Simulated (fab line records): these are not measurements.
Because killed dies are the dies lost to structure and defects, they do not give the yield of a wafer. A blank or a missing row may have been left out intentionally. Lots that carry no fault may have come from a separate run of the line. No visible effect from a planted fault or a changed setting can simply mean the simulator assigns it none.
fab line records	flow n5_finfet
record lots=13	wafers=34	last_day=19
route steps=1938 shown HKMG_FIN@464 GATE_CUT@468 BEOL_M4@1111
lots that met no fault: from a run of the same line without faults
start_h: start of the lot's first displayed wafer, in hours after the record's first day	wait_h: how many hours have passed since the lot's step before this one	" as in the row above	L1.1+2: several wafers, shown together as one row	- no value present, or no start provided	* or withheld: withheld	< > ~ a bound
route shown NAME@n: NAME is a module with steps in the file, n the number in the route of the first one	usual: mean/standard deviation of fault-free wafers	same: alike in all rows	chamber/n: place in a boat	sites: the reading at each site	_std_site: the standard deviation of these	_edge_site: mean of outer sites minus mean of inner sites	radius_mm: how far each site lies from the wafer's centre	mask NAME#n: copy n	behind: the most recent tool/chamber to have shaped the wafer	hold: what put the lot on hold/how long, in hours/how the hold closed	device: the transistor (n, p or np) that didn't switch	end of line: at the end of the route, the tests of the same wafers	a step given without rows: its recipe and nothing more	killed: not the wafer's yield, but the dies lost to structure and defects at the first sort	map: the dies of a wafer, with x for killed, . for not killed, _ for no die there
set.NAME: the setting as run; set.NAME@STEP: as run at that earlier step	model.NAME: the simulator's own value behind a step, which no gauge read
steps of the route over a sample of lots; a table a step, a row a wafer
services: the hour from which a tool's chamber was out of use, counted from the record's first day as start_h (under 0 if before that day), plus the number of hours and why
## steps
# step N5_HKMG_FIN_INSPECT_28
# recipe inspect_instrument=darkfield	mode=post_cmp
# usual raw_defect_count=39/15
lot.wafer	tool	chamber	start_h	wait_h	raw_defect_count
L399.2	defect_inspect-01	-	82.08	0.0	15
L399.3	"	-	"	"	35
L399.5	"	-	"	"	33
L400.1	defect_inspect-01	-	85.61	0.0	72
L400.2	"	-	"	"	86
L400.6	"	-	"	"	74
L401.3	defect_inspect-01	-	93.37	0.0	61
L401.6	"	-	"	"	68
L402.1	defect_inspect-02	-	100.03	0.0	45
L402.5	"	-	"	"	60
L403.3	defect_inspect-01	-	101.73	0.0	22
L403.5	"	-	"	"	37
L407.2	defect_inspect-02	-	130.87	0.0	16
L407.4	"	-	"	"	52
L407.5	"	-	"	"	35
L410.1	defect_inspect-01	-	148.13	0.0	24
L410.4	"	-	"	"	29
L412.1	defect_inspect-02	-	160.08	0.0	44
L412.5	"	-	"	"	59
L412.6	"	-	"	"	46
L415.4	defect_inspect-01	-	178.11	0.0	38
L415.5	"	-	"	"	30
L415.6	"	-	"	"	43
L416.2	defect_inspect-01	-	180.55	0.0	27
L416.4	"	-	"	"	37
L417.4	defect_inspect-01	-	187.47	0.0	50
L417.5	"	-	"	"	35
L417.6	"	-	"	"	48
L418.2	defect_inspect-01	-	193.98	0.0	22
L418.3	"	-	"	"	38
L418.5	"	-	"	"	15
L421.1	defect_inspect-01	-	212.97	0.0	45
L421.5	"	-	"	"	52
L421.6	"	-	"	"	60
# step N5_GATE_CUT_VAPOR_ETCH_60
# recipe chemistry=BCl3/Cl2	target=HfO2	mode=isotropic
# usual drypump_motor_current_A=5.5/0.5	oes_product_au=0.70/0.075
lot.wafer	tool	chamber	start_h	wait_h	drypump_motor_current_A	oes_product_au
L399.2	rie_metal-01	1	82.35	0.0	5.9	0.85
L399.3	"	0	"	"	4.8	0.62
L399.5	"	1	"	"	5.8	0.86
L400.1	rie_metal-02	1	85.89	0.0	5.5	0.76
L400.2	"	0	"	"	5.7	0.68
L400.6	"	1	"	"	5.5	0.76
L401.3	rie_metal-02	0	93.65	0.0	5.8	0.67
L401.6	"	0	"	"	5.7	0.68
L402.1	rie_metal-02	0	100.30	0.0	5.8	0.67
L402.5	"	1	"	"	5.5	0.76
L403.3	rie_metal-02	1	102.01	0.0	5.5	0.76
L403.5	"	1	"	"	5.5	0.76
L407.2	rie_metal-01	1	131.14	0.0	5.8	0.84
L407.4	"	0	"	"	4.8	0.62
L407.5	"	0	"	"	4.8	0.61
L410.1	rie_metal-02	0	148.41	0.0	5.7	0.67
L410.4	"	1	"	"	5.5	0.76
L412.1	rie_metal-03	1	160.35	0.0	4.9	0.61
L412.5	"	1	"	"	4.9	0.62
L412.6	"	0	"	"	6.1	0.70
L415.4	rie_metal-01	1	178.39	0.0	5.9	0.83
L415.5	"	1	"	"	5.9	0.83
L415.6	"	0	"	"	4.7	0.61
L416.2	rie_metal-03	1	180.82	0.0	4.9	0.62
L416.4	"	1	"	"	4.8	0.61
L417.4	rie_metal-03	0	187.75	0.0	6.1	0.70
L417.5	"	0	"	"	6.2	0.70
L417.6	"	1	"	"	4.9	0.61
L418.2	rie_metal-02	0	194.26	0.0	5.8	0.66
L418.3	"	1	"	"	5.5	0.75
L418.5	"	1	"	"	5.5	0.74
L421.1	rie_metal-03	0	213.24	0.0	6.2	0.70
L421.5	"	1	"	"	4.9	0.61
L421.6	"	0	"	"	6.1	0.69
# step N5_GATE_CUT_EXPOSE_10
# recipe mask_id=GATE_CUT	na=0.33	source_shape=annular	sigma_inner=0.35	sigma_outer=0.8	polarization=unpolarized	target_cd_nm=20	dose_mj=43.25
# usual exposure_dose_mJ_cm2=43.29/0.1
lot.wafer	tool	chamber	start_h	wait_h	mask	exposure_dose_mJ_cm2
L399.2	euv_scanner-01	0	86.05	-	GATE_CUT#0	43.17
L399.3	"	0	"	"	GATE_CUT#0	43.24
L399.5	"	0	"	"	GATE_CUT#0	43.21
L400.1	euv_scanner-02	0	89.18	-	GATE_CUT#0	43.37
L400.2	"	0	"	"	GATE_CUT#0	43.34
L400.6	"	0	"	"	GATE_CUT#0	43.37
L401.3	euv_scanner-02	0	96.87	-	GATE_CUT#0	43.32
L401.6	"	0	"	"	GATE_CUT#0	43.39
L402.1	euv_scanner-02	0	103.61	-	GATE_CUT#0	43.33
L402.5	"	0	"	"	GATE_CUT#0	43.39
L403.3	euv_scanner-02	0	105.97	-	GATE_CUT#0	43.33
L403.5	"	0	"	"	GATE_CUT#0	43.35
L407.2	euv_scanner-01	0	134.63	-	GATE_CUT#0	43.24
L407.4	"	0	"	"	GATE_CUT#0	43.22
L407.5	"	0	"	"	GATE_CUT#0	43.15
L410.1	euv_scanner-02	0	152.35	-	GATE_CUT#0	43.37
L410.4	"	0	"	"	GATE_CUT#0	43.33
L412.1	euv_scanner-02	0	163.52	-	GATE_CUT#0	44.17
L412.5	"	0	"	"	GATE_CUT#0	44.17
L412.6	"	0	"	"	GATE_CUT#0	44.10
L415.4	euv_scanner-01	0	181.70	-	GATE_CUT#0	43.17
L415.5	"	0	"	"	GATE_CUT#0	43.17
L415.6	"	0	"	"	GATE_CUT#0	43.19
L416.2	euv_scanner-01	0	184.20	-	GATE_CUT#0	43.11
L416.4	"	0	"	"	GATE_CUT#0	43.10
L417.4	euv_scanner-01	0	190.95	-	GATE_CUT#0	43.09
L417.5	"	0	"	"	GATE_CUT#0	43.16
L417.6	"	0	"	"	GATE_CUT#0	43.08
L418.2	euv_scanner-01	0	197.43	-	GATE_CUT#0	43.21
L418.3	"	0	"	"	GATE_CUT#0	43.16
L418.5	"	0	"	"	GATE_CUT#0	43.22
L421.1	euv_scanner-01	0	216.84	-	GATE_CUT#0	43.17
L421.5	"	0	"	"	GATE_CUT#0	43.17
L421.6	"	0	"	"	GATE_CUT#0	43.20
# step N5_GATE_CUT_CD_MEAS_13
# recipe target_cd_nm=20	landing_energy_ev=500	detector=se_inlens
# usual cd_nm=19.89/0.27
lot.wafer	tool	chamber	start_h	wait_h	cd_nm
L399.2	cd_sem-01	0	86.18	-	20.03
L399.3	"	0	"	"	19.83
L399.5	"	0	"	"	20.01
L400.1	cd_sem-03	0	89.31	-	19.90
L400.2	"	0	"	"	19.84
L400.6	"	0	"	"	19.34
L401.3	cd_sem-02	0	96.99	-	20.27
L401.6	"	0	"	"	19.96
L402.1	cd_sem-03	0	103.74	-	20.06
L402.5	"	0	"	"	20.12
L403.3	cd_sem-03	0	106.09	-	20.14
L403.5	"	0	"	"	19.70
L407.2	cd_sem-02	0	134.76	-	19.77
L407.4	"	0	"	"	19.88
L407.5	"	0	"	"	19.50
L410.1	cd_sem-02	0	152.48	-	19.69
L410.4	"	0	"	"	20.34
L412.1	cd_sem-01	0	163.66	-	19.73
L412.5	"	0	"	"	19.01
L412.6	"	0	"	"	18.67
L415.4	cd_sem-02	0	181.81	-	20.21
L415.5	"	0	"	"	20.35
L415.6	"	0	"	"	20.08
L416.2	cd_sem-01	0	184.33	-	19.72
L416.4	"	0	"	"	20.16
L417.4	cd_sem-03	0	191.07	-	19.48
L417.5	"	0	"	"	20.01
L417.6	"	0	"	"	19.87
L418.2	cd_sem-03	0	197.56	-	19.57
L418.3	"	0	"	"	20.01
L418.5	"	0	"	"	19.84
L421.1	cd_sem-02	0	216.98	-	19.72
L421.5	"	0	"	"	20.04
L421.6	"	0	"	"	20.64
# step N5_GATE_CUT_ETCH_36
# recipe chemistry=CF4	target=SiARC	target_depth_a=130	mask_material=CAR-EUV	time_s=21.7	ion_energy_ev=80	pressure_mtorr=40	source_w=545	bias_w=36	Ar_flow_sccm=100	cf4_flow_sccm=100	ends=cleared
# usual drypump_motor_current_A=5.6/0.43	etch_rf_on_time_s=21.7/0.56	oes_product_au=0.66/0.065	rf_vpp_V=184.1/1	showerhead_plenum_p_Torr=2.15/0.057	throttle_valve_pct=15.65/0.23
lot.wafer	tool	chamber	start_h	wait_h	drypump_motor_current_A	etch_rf_on_time_s	oes_product_au	rf_hours_counter_h	rf_vpp_V	showerhead_plenum_p_Torr	throttle_valve_pct
L399.2	rie_diel-06	1	86.37	0.0	6.5	22.0	0.60	202	184.3	2.12	15.70
L399.3	"	0	"	"	5.2	22.0	0.70	85	183.6	2.09	15.77
L399.5	"	1	"	"	6.5	21.6	0.60	-	183.2	2.12	15.66
L400.1	rie_diel-06	2	89.97	0.0	5.6	21.8	0.65	151	185.9	2.24	15.62
L400.2	"	1	"	"	6.5	21.4	0.60	203	182.6	2.12	15.69
L400.6	"	1	"	"	6.5	21.7	0.60	-	184.3	2.12	15.69
L401.3	rie_diel-06	2	97.64	0.0	5.6	21.8	0.65	153	184.6	2.24	15.61
L401.6	"	0	"	"	5.2	21.8	0.70	-	183.3	2.09	15.77
L402.1	rie_diel-05	3	103.92	0.0	5.1	22.1	0.60	221	183.0	2.14	15.98
L402.5	"	0	"	"	5.2	21.0	0.75	-	184.3	2.10	15.27
L403.3	rie_diel-02	2	106.28	0.0	6.0	21.0	0.67	134	183.9	2.14	15.55
L403.5	"	3	"	"	5.6	21.1	0.59	-	183.3	2.09	15.73
L407.2	rie_diel-06	3	135.10	0.0	5.7	22.3	0.62	170	184.8	2.22	15.75
L407.4	"	2	"	"	5.7	21.6	0.66	164	184.3	2.23	15.62
L407.5	"	0	"	"	5.2	22.0	0.69	-	182.8	2.08	15.78
L410.1	rie_diel-02	1	152.78	0.0	5.6	22.6	0.72	37	183.6	2.10	15.64
L410.4	"	2	"	"	6.0	21.5	0.66	-	184.3	2.13	15.59
L412.1	rie_diel-05	3	163.83	0.0	5.1	22.5	0.58	237	183.5	2.13	16.00
L412.5	"	0	"	"	5.2	21.3	0.73	-	183.1	2.09	15.31
L412.6	"	1	"	"	5.6	20.9	0.63	-	185.3	2.20	15.62
L415.4	rie_diel-02	1	181.99	0.0	5.7	22.2	0.72	47	182.1	2.09	15.64
L415.5	"	1	"	"	5.7	22.2	0.72	-	183.6	2.09	15.65
L415.6	"	0	"	"	5.1	22.3	0.60	-	185.6	2.23	16.00
L416.2	rie_diel-06	1	184.81	0.0	6.5	21.6	0.59	227	182.8	2.11	15.71
L416.4	"	2	"	"	5.7	21.7	0.64	176	184.9	2.23	15.66
L417.4	rie_diel-02	3	191.24	0.0	5.6	20.8	0.82	3	183.2	2.09	15.23
L417.5	"	3	"	"	5.6	20.9	0.83	-	185.0	2.09	15.24
L417.6	"	0	"	"	5.1	22.3	0.58	-	183.9	2.22	16.01
L418.2	rie_diel-02	2	197.96	0.0	6.1	20.9	0.67	162	183.6	2.13	15.61
L418.3	"	3	"	"	5.6	20.6	0.84	4	182.8	2.09	15.24
L418.5	"	0	"	"	5.1	22.0	0.60	-	186.2	2.22	16.02
L421.1	rie_diel-02	1	217.15	0.0	5.6	22.4	0.71	56	183.5	2.09	15.69
L421.5	"	3	"	"	5.6	20.8	0.81	-	184.3	2.08	15.24
L421.6	"	2	"	"	6.0	21.3	0.66	-	184.4	2.13	15.61
# step N5_BEOL_M4_RC_MEAS_101
# usual DIBL_N=36.5/1.9	DIBL_P=36.4/2.2	IOFF_N=0.17/0.034	IOFF_P=0.21/0.036	ION_N=678/12	ION_P=462/7.1	SS_N=71.7/0.61	SS_P=73.4/0.71	VT_N=249/3.5	VT_P=-251/3
lot.wafer	tool	chamber	start_h	wait_h	DIBL_N[mV/V]	DIBL_P[mV/V]	IOFF_N[nA/um]	IOFF_P[nA/um]	ION_N[uA/um]	ION_P[uA/um]	SS_N[mV/dec]	SS_P[mV/dec]	VT_N[mV]	VT_P[mV]
L400.1	prober-02	0	185.35	0.0	37.6	37.9	0.16	0.23	671	455	71.6	73.9	248	-250
L400.2	"	0	"	"	40.3	40.5	0.23	0.27	691	471	71.8	75.4	243	-247
L400.6	"	0	"	"	36.1	35.1	0.15	0.18	666	453	70.9	73.0	251	-253
L399.2	prober-01	0	185.84	0.2	37.7	37.9	0.21	0.25	689	467	72.5	74.7	244	-249
L399.3	"	0	"	"	36.6	37.3	0.18	0.23	679	465	71.9	74.8	248	-250
L399.5	"	0	"	"	37.5	37.5	0.19	0.23	683	461	72.7	73.5	246	-251
L403.3	prober-01	0	193.03	0.3	34.2	34.7	0.15	0.20	675	464	70.5	72.9	249	-249
L403.5	"	0	"	"	34.4	34.6	0.15	0.20	676	471	70.9	73.6	250	-248
L401.3	prober-02	0	204.51	0.3	39.2	39.0	0.22	0.23	689	462	72.0	74.0	246	-252
L401.6	"	0	"	"	39.5	38.4	0.22	0.24	677	464	72.4	73.7	245	-252
L402.1	prober-01	0	208.65	0.0	32.0	31.3	0.11	0.16	660	462	70.6	72.4	256	-253
L402.5	"	0	"	"	36.2	37.0	0.19	0.25	694	475	71.7	73.5	246	-248
L407.2	prober-01	0	237.59	0.2	36.3	34.0	0.13	0.17	664	456	70.8	72.6	253	-258
L407.4	"	0	"	"	36.0	33.9	0.13	0.16	671	453	70.9	73.0	252	-255
L407.5	"	0	"	"	35.0	32.9	0.12	0.16	658	458	71.3	72.2	256	-256
L410.1	prober-02	0	274.55	0.0	35.0	34.6	0.12	0.17	667	456	71.5	72.6	256	-254
L410.4	"	0	"	"	35.8	35.2	0.13	0.18	664	452	71.1	72.2	254	-252
L412.1	prober-01	0	289.49	0.0	37.5	36.2	0.16	0.18	668	446	72.7	73.4	253	-259
L412.5	"	0	"	"	38.6	39.0	0.19	0.22	682	451	71.7	73.4	247	-252
L412.6	"	0	"	"	37.2	37.2	0.16	0.19	672	452	72.5	73.2	254	-253
L418.2	prober-01	0	298.12	0.2	36.8	38.1	0.18	0.22	676	468	71.6	73.6	248	-252
L418.3	"	0	"	"	35.3	37.1	0.16	0.19	673	456	72.2	72.8	251	-254
L418.5	"	0	"	"	35.3	37.4	0.17	0.20	689	470	72.2	72.9	249	-252
L415.4	prober-02	0	298.76	0.5	36.8	35.1	0.16	0.19	683	464	71.6	73.5	249	-251
L415.5	"	0	"	"	39.3	38.0	0.19	0.25	680	468	72.0	74.0	248	-248
L415.6	"	0	"	"	36.1	33.2	0.14	0.16	671	451	71.9	73.2	252	-255
L416.2	prober-01	0	299.99	0.2	36.4	37.1	0.16	0.21	674	459	71.1	73.2	250	-251
L416.4	"	0	"	"	36.3	36.7	0.17	0.21	700	474	71.9	73.1	247	-251
L417.4	prober-01	0	307.56	0.5	33.3	34.4	0.14	0.16	686	462	72.0	72.5	250	-254
L417.5	"	0	"	"	33.8	34.5	0.12	0.16	662	455	71.7	73.3	254	-253
L417.6	"	0	"	"	35.5	36.3	0.16	0.19	674	456	71.9	73.9	250	-253
L421.1	prober-01	0	333.86	0.0	33.3	33.5	0.13	0.15	663	460	71.1	72.2	250	-253
L421.5	"	0	"	"	37.5	38.2	0.19	0.21	677	459	72.0	73.9	248	-250
L421.6	"	0	"	"	36.8	36.7	0.18	0.20	680	460	71.3	73.4	244	-252
## services
tool	chamber	start_h	hours	kind
rie_metal-02	-	58.96	0.4	repair
rie_metal-01	1	72.14	4.7	repair
euv_scanner-02	-	75.22	1.0	pm
euv_scanner-01	-	90.47	1.0	pm
rie_metal-03	1	93.27	4.2	repair
rie_diel-06	-	95.50	1.1	repair
rie_diel-02	0	110.40	10.7	repair
euv_scanner-02	-	131.37	1.0	pm
rie_diel-02	-	134.86	0.7	repair
rie_metal-03	1	139.92	7.6	repair
rie_metal-03	0	143.97	12.3	repair
euv_scanner-01	-	146.62	1.0	pm
rie_diel-02	3	147.66	-	clean
rie_diel-02	3	147.66	-	consumable_replace:focus_ring
rie_diel-02	3	147.66	33.6	scheduled_down
euv_scanner-02	-	147.81	3.5	repair
euv_scanner-02	-	187.52	1.0	pm
rie_metal-01	-	188.36	28.1	pm
euv_scanner-02	-	190.04	4.6	pm
euv_scanner-02	-	196.55	0.1	repair
euv_scanner-01	-	202.77	1.0	pm
euv_scanner-01	-	203.78	12.0	pm
rie_diel-02	3	205.74	6.4	repair
rie_diel-02	0	207.35	34.2	repair
## key
first_sign step=N5_GATE_CUT_EXPOSE_10	reading=exposure_dose_mJ_cm2	direction=up	sigmas=8.4	usual=43.29	struck=44.15
effect step=N5_GATE_CUT_CD_MEAS_13	reading=cd_nm	direction=down	sigmas=2.8	usual=19.89	struck=19.14	wafers_moved=2	through=control_loop
met_at N5_GATE_CUT_EXPOSE_10
struck_lots L412
sort_left_out L412.1,L412.5,L412.6
loop_trim step=N5_GATE_CUT_EXPOSE_10	setting=dose	lots=L412
not_acting_at N5_HKMG_FIN_INSPECT_28,N5_GATE_CUT_VAPOR_ETCH_60,N5_GATE_CUT_ETCH_36
onset_between 152.35 163.52
fault kind=process_parameter_drift	tool=euv_scanner-02	chamber=-	onset_h=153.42	steps=N5_GATE_CUT_EXPOSE_10	channel=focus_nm	offset=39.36	spread_by_wafer=0.3	shape=step	end_h=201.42
# sort_left_out: the simulated sort isn't trusted on such a fault, so these wafers' sort isn't shown, and their yield isn't known
# loop_trim: a control loop set the setting to another value than it would have without faults
